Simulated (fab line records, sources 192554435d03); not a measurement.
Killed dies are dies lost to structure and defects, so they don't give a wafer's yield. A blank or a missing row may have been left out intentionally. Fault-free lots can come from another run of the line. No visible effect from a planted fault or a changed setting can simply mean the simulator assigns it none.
fab line records    flow n5Finfet
[record] lots = 6  wafers = 18  lastDay = 17
route steps=1938 shown WELL_APT@21 PMOS_HMC_CHANNEL_EPI@57 BEOL_M4@1111 PASSIVATION@1936
lots that met no fault: taken from a fault-free run of the same line
startH: hours from the record's first day to the start of the lot's first wafer shown    waitH: hours since the lot's step before    " the same as in the row above    L1.1+2: a single row standing in for several wafers    - no value, or no start given    * or withheld: withheld    < > ~ a bound
route shown NAME@n: NAME is a module with steps in the file, n the number in the route of the first one    usual: average and standard deviation across the fault-free wafers    same: alike in all rows    chamber/n: place in a boat    sites: per-site readings    _std_site: standard deviation across them    _edge_site: outer sites' mean less inner sites'    radiusMm: for every site, how far away it sits from the centre of the wafer    mask NAME#n: copy n    behind: the last tool/chamber to shape the wafer    hold: cause of the lot's hold/its duration in hours/its outcome    device: whichever transistor did not switch (one of n, p or np)    end of line: the same wafers' tests at the end of the route    a step without rows: its recipe alone    killed: dies lost to structure and defects at the first sort, not the wafer's yield    map: a wafer's dies, x killed, . not, _ none there
set.NAME: setting as actually run; set.NAME@STEP: the setting as run at that earlier step    model.NAME: the simulator's own value behind a step, which no gauge read
certain route steps with their lots: each step a table, each wafer a row
services: the hour from which a tool's chamber was out of use, counted from the record's first day as startH (under 0 if before that day), plus the number of hours and why
[[steps]]
[step N5_WELL_APT_COAT_02]
[recipe] spinRpm = 1357  resistThkNm = 950
[step N5_WELL_APT_EBR_04]
[recipe] solvent = PGMEA  ebrWidthMm = 1.5
[step N5_WELL_APT_SOFTBAKE_03]
[recipe] tempC = 130  timeS = 60
[step N5_WELL_APT_EXPOSE_05]
[recipe] maskId = NWELL  na = 0.8  sourceShape = conventional  sigmaOuter = 0.8  polarization = unpolarized  defocusNm = 0  targetCdNm = 200  doseMj = 20.3
[step N5_WELL_APT_PEB_06]
[recipe] pebTempC = 130  pebTimeS = 90
[step N5_WELL_APT_DEVELOP_07]
[recipe] developTimeS = 45  rinseLiquid = surfactantRinse  dry = airSpin  devTempC = 21
[step N5_WELL_APT_HARDBAKE_12]
[recipe] tempC = 130  timeS = 120
[step N5_WELL_APT_CD_MEAS_08]
[recipe] targetCdNm = 200  landingEnergyEv = 500  detector = seInlens
[usual] cdNm = 200.4/1.4
lot.wafer  tool      chamber  startH  waitH  cdNm
L500.2     cdSem-01  0        19.56   -      200.8
L500.4     "         0        "       "      200.5
L500.6     "         0        "       "      199.4
L504.3     cdSem-03  0        43.67   -      197.2
L504.4     "         0        "       "      200.2
L504.6     "         0        "       "      200.6
L506.1     cdSem-01  0        55.59   -      200.8
L506.3     "         0        "       "      199.6
L506.6     "         0        "       "      198.9
L513.3     cdSem-01  0        97.85   -      201.4
L513.5     "         0        "       "      199.2
L513.6     "         0        "       "      199.4
L521.3     cdSem-02  0        145.56  -      200.4
L521.4     "         0        "       "      203.0
L521.5     "         0        "       "      202.8
L522.2     cdSem-02  0        151.86  -      201.6
L522.4     "         0        "       "      201.7
L522.6     "         0        "       "      203.3
[step N5_WELL_APT_OVL_MEAS_09]
[recipe] pointsPerWafer = 44
[usual] NWELL_OVL = -3/4.8
lot.wafer  tool        chamber  startH  waitH  NWELL_OVL[nm]
L500.2     overlay-02  0        19.59   0.0    1
L500.4     "           0        "       "      -1
L500.6     "           0        "       "      -4
L504.3     overlay-02  0        43.70   0.0    2
L504.4     "           0        "       "      1
L504.6     "           0        "       "      6
L506.1     overlay-02  0        55.63   0.0    -10
L506.3     "           0        "       "      -2
L506.6     "           0        "       "      -2
L513.3     overlay-01  0        97.88   0.0    5
L513.5     "           0        "       "      -7
L513.6     "           0        "       "      4
L521.3     overlay-01  0        145.59  0.0    -9
L521.4     "           0        "       "      3
L521.5     "           0        "       "      -9
L522.2     overlay-02  0        151.89  0.0    -5
L522.4     "           0        "       "      -7
L522.6     "           0        "       "      -8
[step N5_WELL_APT_INSPECT_10]
[recipe] mode = adi  inspectInstrument = macro
[usual] rawDefectCount = 2.0/1.5
lot.wafer  tool              chamber  startH  waitH  rawDefectCount
L500.2     defectInspect-01  -        19.61   0.0    3
L500.4     "                 -        "       "      1
L500.6     "                 -        "       "      3
L504.3     defectInspect-01  -        43.73   0.0    3
L504.4     "                 -        "       "      4
L504.6     "                 -        "       "      0
L506.1     defectInspect-01  -        55.65   0.0    0
L506.3     "                 -        "       "      0
L506.6     "                 -        "       "      3
L513.3     defectInspect-02  -        97.90   0.0    2
L513.5     "                 -        "       "      0
L513.6     "                 -        "       "      4
L521.3     defectInspect-02  -        145.62  0.0    3
L521.4     "                 -        "       "      1
L521.5     "                 -        "       "      1
L522.2     defectInspect-01  -        151.92  0.0    3
L522.4     "                 -        "       "      2
L522.6     "                 -        "       "      0
[step N5_WELL_APT_DESCUM_13]
[recipe] chemistry = O2  timeS = 7.9  sourcePowerW = 50  biasPowerW = 20  pressureMtorr = 20  rfFrequencyHz = 2.712e+07  tempC = 40  o2FlowSccm = 225
[usual] drypumpMotorCurrentA = 5.6/0.51  oesProductAu = 0.79/0.073  rfVppV = 243.7/1.4  showerheadPlenumPTorr = 2.13/0.073  throttleValvePct = 20.49/0.22
lot.wafer  tool        chamber  startH  waitH  drypumpMotorCurrentA  oesProductAu  rfHoursCounterH  rfVppV  showerheadPlenumPTorr  throttleValvePct
L500.2     rieDiel-06  0        20.01   0.4    5.1                   0.78          134              245.2   2.18                   20.57
L500.4     "           3        "       "      4.9                   0.91          19               245.1   2.06                   20.09
L500.6     "           1        "       "      5.4                   0.87          -                244.4   2.15                   20.47
L504.3     rieDiel-03  0        43.76   0.0    6.3                   0.73          176              245.2   2.18                   20.63
L504.4     "           3        "       "      5.8                   0.70          225              243.1   2.17                   20.75
L504.6     "           2        "       "      5.8                   0.75          -                241.5   2.00                   20.55
L506.1     rieDiel-01  3        55.68   0.0    6.5                   0.94          9                245.5   2.24                   20.12
L506.3     "           1        "       "      5.7                   0.69          219              243.3   2.07                   20.54
L506.6     "           0        "       "      5.6                   0.75          -                244.4   2.09                   20.57
L513.3     rieDiel-01  3        98.77   0.9    6.5                   0.90          21               244.5   2.23                   20.14
L513.5     "           2        "       "      5.1                   0.81          -                245.3   2.20                   20.66
L513.6     "           3        "       "      6.5                   0.91          -                247.7   2.23                   20.13
L521.3     rieDiel-01  1        146.16  0.5    5.7                   0.67          249              242.0   2.06                   20.60
L521.4     "           3        "       "      6.5                   0.88          36               246.6   2.23                   20.17
L521.5     "           2        "       "      5.1                   0.80          -                245.3   2.20                   20.67
L522.2     rieDiel-06  2        151.95  0.0    5.2                   0.82          102              242.0   2.03                   20.57
L522.4     "           1        "       "      5.4                   0.79          93               244.2   2.14                   20.55
L522.6     "           3        "       "      4.9                   0.83          -                243.8   2.04                   20.16
[step N5_WELL_APT_IMPLANT_14]
[recipe] species = P  energyKev = 160  doseCm2 = 1.5e+13  tiltDeg = 0  rotationDeg = 0
[step N5_WELL_APT_IMPLANT_15]
[recipe] species = As  energyKev = 25  doseCm2 = 1.5e+13  tiltDeg = 0  rotationDeg = 0
[usual] doseIonsCm2 = 1.5001e+13/1.4e+10  faradayCurrentUA = 191/3.8
lot.wafer  tool          chamber  startH  waitH  doseIonsCm2  faradayCurrentUA
L500.2     implanter-02  0        20.32   0.1    1.4995e+13   195
L500.4     "             0        "       "      1.5006e+13   193
L500.6     "             0        "       "      1.499e+13    191
L504.3     implanter-02  0        44.10   0.1    1.4991e+13   193
L504.4     "             0        "       "      1.5006e+13   194
L504.6     "             0        "       "      1.4972e+13   187
L506.1     implanter-02  0        55.96   0.1    1.4994e+13   187
L506.3     "             0        "       "      1.5006e+13   194
L506.6     "             0        "       "      1.5013e+13   196
L513.3     implanter-01  0        99.11   0.1    1.5006e+13   195
L513.5     "             0        "       "      1.5001e+13   190
L513.6     "             0        "       "      1.4968e+13   197
L521.3     implanter-01  0        146.50  0.1    2.1536e+13   272
L521.4     "             0        "       "      2.1519e+13   278
L521.5     "             0        "       "      2.1527e+13   276
L522.2     implanter-01  0        152.26  0.1    2.1527e+13   278
L522.4     "             0        "       "      2.1531e+13   282
L522.6     "             0        "       "      2.1523e+13   278
[step N5_WELL_APT_STRIP_16]
[recipe] chemistry = SPM  timeS = 900  tempC = 130  h2so4H2o2VolRatio = 4  dry = ipaMarangoni
[step N5_WELL_APT_HMDS_18]
[recipe] timeS = 60  tempC = 120
[step N5_WELL_APT_COAT_19]
[recipe] spinRpm = 1357  resistThkNm = 950
[step N5_WELL_APT_EBR_21]
[recipe] solvent = PGMEA  ebrWidthMm = 1.5
[step N5_WELL_APT_SOFTBAKE_20]
[recipe] tempC = 130  timeS = 60
[step N5_WELL_APT_EXPOSE_22]
[recipe] maskId = PWELL  na = 0.8  sourceShape = conventional  sigmaOuter = 0.8  polarization = unpolarized  defocusNm = 0  targetCdNm = 200  doseMj = 23.2
[step N5_WELL_APT_PEB_23]
[recipe] pebTempC = 130  pebTimeS = 90
[step N5_WELL_APT_DEVELOP_24]
[recipe] developTimeS = 45  rinseLiquid = surfactantRinse  dry = airSpin  devTempC = 21
[step N5_WELL_APT_HARDBAKE_29]
[recipe] tempC = 130  timeS = 120
[step N5_WELL_APT_CD_MEAS_25]
[recipe] targetCdNm = 200  landingEnergyEv = 500  detector = seInlens
[usual] cdNm = 199.5/2.1
lot.wafer  tool      chamber  startH  waitH  cdNm
L500.2     cdSem-01  0        21.39   -      199.1
L500.4     "         0        "       "      200.0
L500.6     "         0        "       "      197.5
L504.3     cdSem-02  0        44.79   -      197.1
L504.4     "         0        "       "      198.1
L504.6     "         0        "       "      195.8
L506.1     cdSem-02  0        56.71   -      199.2
L506.3     "         0        "       "      199.5
L506.6     "         0        "       "      200.1
L513.3     cdSem-03  0        99.81   -      197.4
L513.5     "         0        "       "      195.3
L513.6     "         0        "       "      196.5
L521.3     cdSem-02  0        147.20  -      198.8
L521.4     "         0        "       "      198.1
L521.5     "         0        "       "      199.2
L522.2     cdSem-03  0        152.98  -      199.0
L522.4     "         0        "       "      199.4
L522.6     "         0        "       "      197.6
[step N5_WELL_APT_OVL_MEAS_26]
[recipe] pointsPerWafer = 44
[usual] PWELL_OVL = -5/4.7
lot.wafer  tool        chamber  startH  waitH  PWELL_OVL[nm]
L500.2     overlay-01  0        21.42   0.0    -8
L500.4     "           0        "       "      5
L500.6     "           0        "       "      -7
L504.3     overlay-02  0        44.82   0.0    4
L504.4     "           0        "       "      -3
L504.6     "           0        "       "      3
L506.1     overlay-02  0        56.74   0.0    -9
L506.3     "           0        "       "      3
L506.6     "           0        "       "      -8
L513.3     overlay-02  0        99.84   0.0    -9
L513.5     "           0        "       "      -3
L513.6     "           0        "       "      -10
L521.3     overlay-01  0        147.22  0.0    -10
L521.4     "           0        "       "      -6
L521.5     "           0        "       "      0
L522.2     overlay-01  0        153.01  0.0    -10
L522.4     "           0        "       "      -9
L522.6     "           0        "       "      -2
[step N5_WELL_APT_INSPECT_27]
[recipe] mode = adi  inspectInstrument = macro
[usual] rawDefectCount = 1.9/1.5
lot.wafer  tool              chamber  startH  waitH  rawDefectCount
L500.2     defectInspect-01  -        21.44   0.0    0
L500.4     "                 -        "       "      4
L500.6     "                 -        "       "      1
L504.3     defectInspect-02  -        44.85   0.0    3
L504.4     "                 -        "       "      3
L504.6     "                 -        "       "      3
L506.1     defectInspect-02  -        56.77   0.0    2
L506.3     "                 -        "       "      0
L506.6     "                 -        "       "      2
L513.3     defectInspect-02  -        99.86   0.0    3
L513.5     "                 -        "       "      1
L513.6     "                 -        "       "      3
L521.3     defectInspect-02  -        147.25  0.0    1
L521.4     "                 -        "       "      0
L521.5     "                 -        "       "      2
L522.2     defectInspect-01  -        153.04  0.0    2
L522.4     "                 -        "       "      0
L522.6     "                 -        "       "      0
[step N5_WELL_APT_DESCUM_30]
[recipe] chemistry = O2  timeS = 7.9  sourcePowerW = 50  biasPowerW = 20  pressureMtorr = 20  rfFrequencyHz = 2.712e+07  tempC = 40  o2FlowSccm = 225
[usual] drypumpMotorCurrentA = 5.5/0.49  oesProductAu = 0.79/0.067  rfVppV = 243.4/1.6  showerheadPlenumPTorr = 2.12/0.072  throttleValvePct = 20.49/0.22
lot.wafer  tool        chamber  startH  waitH  drypumpMotorCurrentA  oesProductAu  rfHoursCounterH  rfVppV  showerheadPlenumPTorr  throttleValvePct
L500.2     rieDiel-01  0        21.48   0.0    5.6                   0.76          154              243.4   2.09                   20.55
L500.4     "           2        "       "      5.1                   0.84          -                244.9   2.22                   20.60
L500.6     "           0        "       "      5.6                   0.77          -                243.5   2.09                   20.55
L504.3     rieDiel-03  0        44.91   0.1    6.2                   0.73          176              245.2   2.18                   20.66
L504.4     "           3        "       "      5.8                   0.70          225              243.5   2.17                   20.76
L504.6     "           2        "       "      5.8                   0.75          -                242.1   2.00                   20.55
L506.1     rieDiel-01  2        56.80   0.0    5.1                   0.83          66               246.0   2.21                   20.62
L506.3     "           0        "       "      5.6                   0.76          168              243.6   2.09                   20.58
L506.6     "           2        "       "      5.1                   0.84          -                246.4   2.21                   20.63
L513.3     rieDiel-06  2        100.04  0.2    5.2                   0.83          83               242.0   2.04                   20.55
L513.5     "           1        "       "      5.3                   0.83          -                244.6   2.14                   20.52
L513.6     "           0        "       "      5.1                   0.74          -                243.9   2.16                   20.58
L521.3     rieDiel-01  3        147.28  0.0    6.5                   0.87          37               244.5   2.23                   20.14
L521.4     "           0        "       "      5.6                   0.74          -                241.4   2.07                   20.63
L521.5     "           3        "       "      6.5                   0.87          -                246.2   2.23                   20.16
L522.2     rieDiel-01  0        153.07  0.0    5.6                   0.73          202              243.0   2.07                   20.62
L522.4     "           3        "       "      6.5                   0.86          -                245.0   2.23                   20.17
L522.6     "           0        "       "      5.6                   0.74          -                241.6   2.07                   20.63
[step N5_WELL_APT_IMPLANT_31]
[recipe] species = B  energyKev = 60  doseCm2 = 1.5e+13  tiltDeg = 0  rotationDeg = 0
[step N5_WELL_APT_IMPLANT_32]
[recipe] species = BF2  energyKev = 50  doseCm2 = 2e+13  tiltDeg = 0  rotationDeg = 0
[step N5_WELL_APT_STRIP_33]
[recipe] chemistry = SPM  timeS = 900  tempC = 130  h2so4H2o2VolRatio = 4  dry = ipaMarangoni
[step N5_WELL_APT_RTA_34]
[recipe] tempC = 1000  timeS = 10  ambient = N2  idleTempC = 600  rampUpCPerS = 150  rampDownCPerS = 60  coolToC = 600
[usual] lampPowerPct = 13.00/0.055  lamp_zone_6_pct = 12.923/0.026  wafer_temp_C_max = 1003.5/0.99
lot.wafer  tool          chamber  startH  waitH  lampPowerPct  lamp_zone_6_pct  wafer_temp_C_max
L500.2     rtpAnneal-02  0        22.26   0.0    13.00         13.006           1003.5
L500.4     "             0        "       "      13.07         12.889           1003.6
L500.6     "             0        "       "      12.99         12.910           1004.6
L504.3     rtpAnneal-01  0        45.73   0.1    13.01         12.898           1002.8
L504.4     "             0        "       "      12.98         12.893           1005.7
L504.6     "             0        "       "      12.94         12.936           1002.5
L506.1     rtpAnneal-02  0        57.58   0.0    13.00         12.890           1002.7
L506.3     "             0        "       "      12.95         12.919           1003.0
L506.6     "             0        "       "      12.94         12.913           1004.0
L513.3     rtpAnneal-01  0        100.84  0.1    13.00         12.903           1003.0
L513.5     "             0        "       "      13.02         12.888           1004.0
L513.6     "             0        "       "      13.04         12.910           1003.4
L521.3     rtpAnneal-02  0        148.08  0.1    13.09         12.906           1006.0
L521.4     "             0        "       "      12.88         12.944           1003.8
L521.5     "             0        "       "      12.99         12.925           1003.7
L522.2     rtpAnneal-02  0        153.88  0.0    12.98         12.894           1003.6
L522.4     "             0        "       "      12.92         12.916           1003.1
L522.6     "             0        "       "      12.95         12.949           1002.8
[step N5_WELL_APT_OXIDE_STRIP_42]
[recipe] chemistry = dHF  dilution = 25:1  timeS = 45  tempC = 25  target = SiO2  targetDepthA = 120
[step N5_WELL_APT_PRECLEAN_36]
[recipe] chemistry = O3/DIW  timeS = 45  tempC = 22  o3Ppm = 10
[step N5_WELL_APT_PRECLEAN_39]
[recipe] chemistry = dHF  timeS = 60  dilution = 150:1  tempC = 25
[step N5_WELL_APT_SRD_37]
[recipe] dry = ipaMarangoni  doPpb = 5  timeS = 30  tempC = 23  rinseLiquid = diw
[step N5_WELL_APT_EPI_41]
[recipe] material = Si  targetThkA = 500  tempC = 650  precursor = SiH4/H2  pressureTorr = 20  timeS = 297.7
[usual] throttleValvePct = 11.32/0.17
lot.wafer  tool         chamber  startH  waitH  throttleValvePct
L500.2     epiRpcvd-04  0        22.61   0.2    11.25
L500.4     "            0        "       "      11.27
L500.6     "            0        "       "      11.02
L504.3     epiRpcvd-04  0        46.14   0.2    11.09
L504.4     "            0        "       "      11.11
L504.6     "            0        "       "      11.15
L506.1     epiRpcvd-01  0        57.82   0.0    11.56
L506.3     "            0        "       "      11.21
L506.6     "            0        "       "      11.40
L513.3     epiRpcvd-03  0        101.24  0.2    11.25
L513.5     "            0        "       "      11.39
L513.6     "            0        "       "      11.46
L521.3     epiRpcvd-04  0        148.55  0.3    11.17
L521.4     "            0        "       "      11.16
L521.5     "            0        "       "      11.25
L522.2     epiRpcvd-03  0        154.20  0.1    11.40
L522.4     "            0        "       "      11.38
L522.6     "            0        "       "      11.42
[step N5_WELL_APT_INSPECT_38]
[recipe] inspectInstrument = darkfield  mode = postEpi
[usual] rawDefectCount = 13/4.2
lot.wafer  tool              chamber  startH  waitH  rawDefectCount
L500.2     defectInspect-02  -        23.31   0.6    10
L500.4     "                 -        "       "      17
L500.6     "                 -        "       "      14
L504.3     defectInspect-01  -        46.57   0.3    21
L504.4     "                 -        "       "      17
L504.6     "                 -        "       "      24
L506.1     defectInspect-01  -        58.92   0.9    11
L506.3     "                 -        "       "      19
L506.6     "                 -        "       "      13
L513.3     defectInspect-01  -        101.68  0.3    11
L513.5     "                 -        "       "      14
L513.6     "                 -        "       "      14
L521.3     defectInspect-01  -        149.12  0.4    10
L521.4     "                 -        "       "      7
L521.5     "                 -        "       "      9
L522.2     defectInspect-02  -        154.74  0.4    11
L522.4     "                 -        "       "      11
L522.6     "                 -        "       "      10
[step N5_PMOS_HMC_CHANNEL_EPI_HM_DEP_34]
[recipe] material = SiO2  targetThkA = 360  tempC = 400  precursor = TEOS/O2  pressureTorr = 6.5  rfW = 900  teosFlowSccm = 161.4  gas = O2  flowSccm = 2650  timeS = 6.9
[usual] heaterPowerW = 508/66  showerheadPlenumPTorr = 8.35/0.031  throttleValvePct = 18.6/0.71
lot.wafer  tool      chamber  startH  waitH  heaterPowerW  showerheadPlenumPTorr  throttleValvePct
L500.2     pecvd-03  2        23.35   0.0    472           8.37                   17.9
L500.4     "         0        "       "      471           8.30                   18.8
L500.6     "         2        "       "      487           8.36                   17.5
L504.3     pecvd-04  2        46.61   0.0    503           8.33                   19.8
L504.4     "         2        "       "      500           8.36                   19.9
L504.6     "         1        "       "      543           8.32                   19.0
L506.1     pecvd-03  1        58.96   0.0    509           8.38                   18.5
L506.3     "         2        "       "      461           8.36                   17.8
L506.6     "         2        "       "      462           8.37                   17.8
L513.3     pecvd-04  0        101.71  0.0    497           8.34                   18.1
L513.5     "         1        "       "      576           8.33                   19.1
L513.6     "         2        "       "      518           8.33                   19.9
L521.3     pecvd-04  2        149.15  0.0    472           8.34                   20.0
L521.4     "         0        "       "      402           8.31                   18.5
L521.5     "         1        "       "      596           8.32                   19.2
L522.2     pecvd-03  1        154.77  0.0    541           8.40                   18.4
L522.4     "         0        "       "      470           8.33                   18.7
L522.6     "         1        "       "      566           8.39                   18.3
[step N5_PMOS_HMC_CHANNEL_EPI_COAT_31]
[recipe] resist = BARC  tempC = 205  timeS = 60  spinRpm = 1500  resistThkNm = 66
[step N5_PMOS_HMC_CHANNEL_EPI_COAT_03]
[recipe] resist = CAR-ArF-block  spinRpm = 1500  resistThkNm = 205
[step N5_PMOS_HMC_CHANNEL_EPI_EBR_05]
[recipe] solvent = PGMEA  ebrWidthMm = 1.5
[step N5_PMOS_HMC_CHANNEL_EPI_SOFTBAKE_04]
[recipe] tempC = 110  timeS = 60  resist = CAR-ArF-block
[step N5_PMOS_HMC_CHANNEL_EPI_EXPOSE_06]
[recipe] maskId = PMOS_HMC_BLK  na = 1.35  sourceShape = conventional  sigmaOuter = 0.8  polarization = unpolarized  targetCdNm = 240  doseMj = 41
[step N5_BEOL_M4_RC_MEAS_101]
[usual] CJ_P = 5.84/0.18  DIBL_N = 36.3/1.7  DIBL_P = 36.5/1.8  IOFF_N = 0.16/0.033  IOFF_P = 0.21/0.037  ION_N = 675/11  ION_P = 462/7.9  SS_N = 71.6/0.64  SS_P = 73.3/0.68  VT_N = 249/3.3  VT_P = -250/3.3
lot.wafer  tool       chamber  startH  waitH  CJ_P  DIBL_N[mV/V]  DIBL_P[mV/V]  IOFF_N[nA/um]  IOFF_P[nA/um]  ION_N[uA/um]  ION_P[uA/um]  SS_N[mV/dec]  SS_P[mV/dec]  VT_N[mV]  VT_P[mV]
L500.2     prober-02  0        179.71  0.2    6.04  36.0          36.0          0.17           0.24           697           478           71.6          73.3          248       -249
L500.4     "          0        "       "      6.15  35.7          36.2          0.16           0.24           670           467           71.5          73.4          251       -248
L500.6     "          0        "       "      6.02  34.0          33.7          0.13           0.19           667           461           72.1          72.2          249       -250
L504.3     prober-02  0        183.16  0.3    5.90  34.9          35.6          0.13           0.20           673           467           70.7          72.6          251       -252
L504.4     "          0        "       "      5.64  34.9          35.7          0.14           0.21           666           467           71.5          73.5          251       -252
L504.6     "          0        "       "      5.90  35.4          36.7          0.15           0.23           685           473           71.4          73.5          251       -248
L506.1     prober-02  0        198.02  0.0    6.13  37.5          37.3          0.17           0.25           683           467           72.0          73.1          247       -247
L506.3     "          0        "       "      5.68  37.4          38.3          0.16           0.25           670           460           71.1          73.2          253       -246
L506.6     "          0        "       "      5.95  37.6          38.0          0.17           0.25           681           471           71.4          73.1          248       -248
L513.3     prober-01  0        254.00  0.3    6.04  36.9          36.9          0.18           0.27           688           476           71.6          73.2          246       -244
L513.5     "          0        "       "      6.03  38.6          38.4          0.22           0.32           683           476           72.2          73.3          246       -241
L513.6     "          0        "       "      6.02  37.9          38.2          0.20           0.30           678           472           72.1          73.5          247       -242
L522.2     prober-01  0        298.25  0.2    7.11  32.8          33.6          0.12           0.15           669           457           70.7          73.0          256       -253
L522.4     "          0        "       "      6.73  34.1          35.1          0.14           0.17           660           456           71.2          72.9          252       -254
L522.6     "          0        "       "      6.89  35.7          36.4          0.15           0.19           671           452           71.1          73.8          251       -254
L521.3     prober-02  0        298.49  0.3    6.85  40.3          39.8          0.24           0.23           693           461           73.0          74.6          246       -254
L521.4     "          0        "       "      7.31  40.2          39.6          0.24           0.24           703           465           72.2          74.6          243       -250
L521.5     "          0        "       "      7.18  36.1          35.0          0.14           0.17           676           457           71.3          72.9          251       -251
[step N5_PASSIVATION_PROBE_49]
[usual] defectLimitedYield = 91.3/1.5  killed_at_M0_to_M3 = 34/9.4  killed_at_M4_up = 13/5.3  killedAtContacts = 13/5.7  killedAtFrontEnd = 40/10  killedAtOther = 3.7/2.8  killedDies = 103/17  killedOnRim = 13/4.2  killedOpen = 67/13  killedShort = 35/8.5  sort_bin_5_function = 5.0/0.98  sort_bin_6_memory = 3.3/0.7  sortNPass = 1077/17  sortYieldPct = 91.3/1.5
[same] grossDies = 1180  killedAtBackSide = 0  sort_bin_4_leakage[%] = 0  sort_bin_8_speed[%] = 0
lot.wafer  tool       chamber  startH  waitH  defectLimitedYield[%]  killed_at_M0_to_M3  killed_at_M4_up  killedAtContacts  killedAtFrontEnd  killedAtOther  killedDies  killedOnRim  killedOpen  killedShort  sort_bin_5_function[%]  sort_bin_6_memory[%]  sortNPass  sortYieldPct[%]
L504.3     prober-01  -        289.61  0.1    91.9                   34                  11               7                 43                0              95          17           62          30           5.3                     2.5                   1085       91.9
L504.4     prober-01  -        289.66  0.2    93.4                   24                  10               5                 34                5              78          10           52          24           4.2                     1.9                   1102       93.4
L504.6     prober-01  -        289.76  0.3    90.9                   33                  11               14                39                10             107         19           74          32           5.8                     3.0                   1073       90.9
L513.3     prober-02  -        353.27  0.1    91.1                   33                  12               5                 54                1              105         12           62          40           4.5                     3.7                   1075       91.1
L513.5     prober-02  -        353.37  0.2    91.9                   29                  10               12                38                7              96          12           58          38           4.7                     3.2                   1084       91.9
L513.6     prober-02  -        353.42  0.3    91.2                   30                  12               6                 52                4              104         12           65          36           5.0                     3.5                   1076       91.2
// killed by level:class
L504.3 STI_FIN_REVEAL:geometricParticle:open=19 BEOL_M1:geometricParticle:open=10 FIN_SAQP:geometricParticle:short=8 MOL_CONTACT_COAG:geometricParticle:open=6 BEOL_M3:geometricParticle:open=5 GATE_CUT:geometricParticle:short=4 BEOL_M0_SAQP:geometricParticle:open=4 BEOL_M0:geometricParticle:open=4
L504.4 STI_FIN_REVEAL:geometricParticle:open=14 FIN_SAQP:geometricParticle:short=5 BEOL_M0_SAQP:geometricParticle:open=5 BEOL_M2:geometricParticle:open=5 STI_FIN_REVEAL:geometricParticle:short=4 MOL_CONTACT_COAG:geometricParticle:open=4 BEOL_M1:geometricParticle:open=4 BEOL_M4:geometricParticle:open=4
L504.6 STI_FIN_REVEAL:geometricParticle:open=14 BEOL_M1:geometricParticle:open=9 MOL_CONTACT_COAG:geometricParticle:open=8 STARTING-WAFER:geometricParticle:open=7 FIN_SAQP:geometricParticle:short=6 FIN_SAQP:geometricParticle:open=6 MOL_CONTACT_COAG:geometricParticle:short=6 BEOL_M3:geometricParticle:open=6
L513.3 FIN_SAQP:geometricParticle:short=16 FIN_SAQP:geometricParticle:open=13 BEOL_M0_SAQP:geometricParticle:short=10 BEOL_M0_SAQP:geometricParticle:open=6 BEOL_M1:geometricParticle:open=6 BEOL_M2:geometricParticle:open=5 DUMMY_GATE:geometricParticle:open=4 MOL_CONTACT_COAG:geometricParticle:open=4
L513.5 FIN_SAQP:geometricParticle:open=11 MOL_CONTACT_COAG:geometricParticle:open=10 FIN_SAQP:geometricParticle:short=8 STI_FIN_REVEAL:geometricParticle:open=6 BEOL_M0_SAQP:geometricParticle:short=6 BEOL_M2:geometricParticle:open=5 BEOL_M0_SAQP:geometricParticle:open=5 BEOL_M3:geometricParticle:open=5
L513.6 FIN_SAQP:geometricParticle:open=15 FIN_SAQP:geometricParticle:short=10 STI_FIN_REVEAL:geometricParticle:open=9 BEOL_M1:geometricParticle:open=7 BEOL_M0_SAQP:geometricParticle:short=6 STARTING-WAFER:geometricParticle:short=5 MOL_CONTACT_COAG:geometricParticle:open=4 BEOL_M0_SAQP:geometricParticle:open=4
[[services]]
tool          chamber  startH  hours  kind
rieDiel-06    2        2.24    10.3   repair
pecvd-04      1        7.34    6.9    repair
pecvd-03      0        10.49   3.3    repair
rieDiel-01    3        13.14   -      clean
rieDiel-01    3        13.14   -      consumableReplace:focusRing
rieDiel-01    3        13.14   -      consumableReplace:showerhead
rieDiel-01    3        13.14   15.8   scheduledDown
rieDiel-01    3        13.14   15.8   ventCycle
implanter-01  -        39.28   18.9   repair
epiRpcvd-01   -        49.45   0.6    repair
rieDiel-06    -        54.77   0.3    repair
rieDiel-03    2        54.77   2.2    repair
pecvd-03      -        62.01   2.6    repair
rieDiel-01    3        68.92   12.7   repair
pecvd-04      0        69.27   4.5    repair
epiRpcvd-01   -        77.65   14.6   pm
rieDiel-06    -        89.79   0.7    repair
implanter-02  -        134.78  1.6    repair
epiRpcvd-04   -        139.69  2.5    repair
rieDiel-03    2        140.46  3.9    repair
pecvd-03      -        141.25  0.5    repair
rieDiel-01    1        146.78  -      clean
rieDiel-01    1        146.78  -      consumableReplace:focusRing
rieDiel-01    1        146.78  13.0   scheduledDown
[[key]]
[firstSign] step = N5_WELL_APT_IMPLANT_15  reading = doseIonsCm2  direction = up  sigmas = 99+  usual = 1.5001e+13  struck = 2.1527e+13
[effect] step = N5_WELL_APT_IMPLANT_15  reading = faradayCurrentUA  direction = up  sigmas = 23  usual = 191  struck = 277
[effect] step = N5_BEOL_M4_RC_MEAS_101  reading = CJ_P  direction = up  sigmas = 6.5  usual = 5.84  struck = 7.01
metAt N5_WELL_APT_IMPLANT_15
struckWafers L521.3,L521.4,L521.5,L522.2,L522.4,L522.6
onsetBetween 99.11 146.50
[fault] kind = processParameterDrift  tool = implanter-01  chamber = -  onsetH = 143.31  steps = N5_WELL_APT_IMPLANT_15  channel = doseCm2  offset = 6.527e+12  shape = step  endH = 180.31  actsIn = theseRecipesOnly  stated = 1.5e+13
